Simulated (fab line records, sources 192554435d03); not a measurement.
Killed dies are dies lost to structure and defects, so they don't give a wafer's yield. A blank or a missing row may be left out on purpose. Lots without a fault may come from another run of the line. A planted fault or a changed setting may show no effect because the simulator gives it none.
Chamber matching | flow n5_finfet | N5_MOL_CONTACT_COAG_CMP_28 on cmp-01: 4 sister chambers
The step polishes, stops on SiNx, t overpolish 0.85 s, target thk 14.522 nm. 4 wafers are shown with their chamber, then 6 later ones without.

WAFERS WITH THEIR CHAMBER
wafer  | chamber | motor_current_A (A)
L603.6 | 3       | 13.6
L604.1 | 1       | 14.3
L604.2 | 2       | 10.8
L604.5 | 0       | 10.7

WAFERS WITHOUT THEIR CHAMBER
wafer  | motor_current_A (A)
L614.2 | 10.6
L614.3 | 10.8
L614.5 | 14.2
L615.2 | 10.6
L615.4 | 13.6
L615.6 | 13.4

WHICH CHAMBER EACH WENT THROUGH
wafer  | from the rows above     | in truth
L614.2 | can't be placed: 0 or 2 | 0
L614.3 | can't be placed: 2 or 0 | 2
L614.5 | 1                       | 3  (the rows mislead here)
L615.2 | can't be placed: 0 or 2 | 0
L615.4 | 3                       | 3
L615.6 | 3                       | 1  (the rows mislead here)
Placed correctly: 1 of 6. Can't be placed from these rows: 3 (the true chamber is among the candidates in 3). Placed wrongly: 2.
How it was worked out, from the rows above alone: a wafer's distance from a chamber is the root of the sum, over the readings, of the square of ((its reading less the chamber's mean) divided by the reading's scatter). The wafer belongs to the nearest chamber; if the next one is less than 2 further off, it can't be placed. A chamber's mean is the mean of its shown wafers. The scatter: with one shown wafer a chamber, the root of the mean of the squares of how far each hidden wafer lies from its nearest shown one.
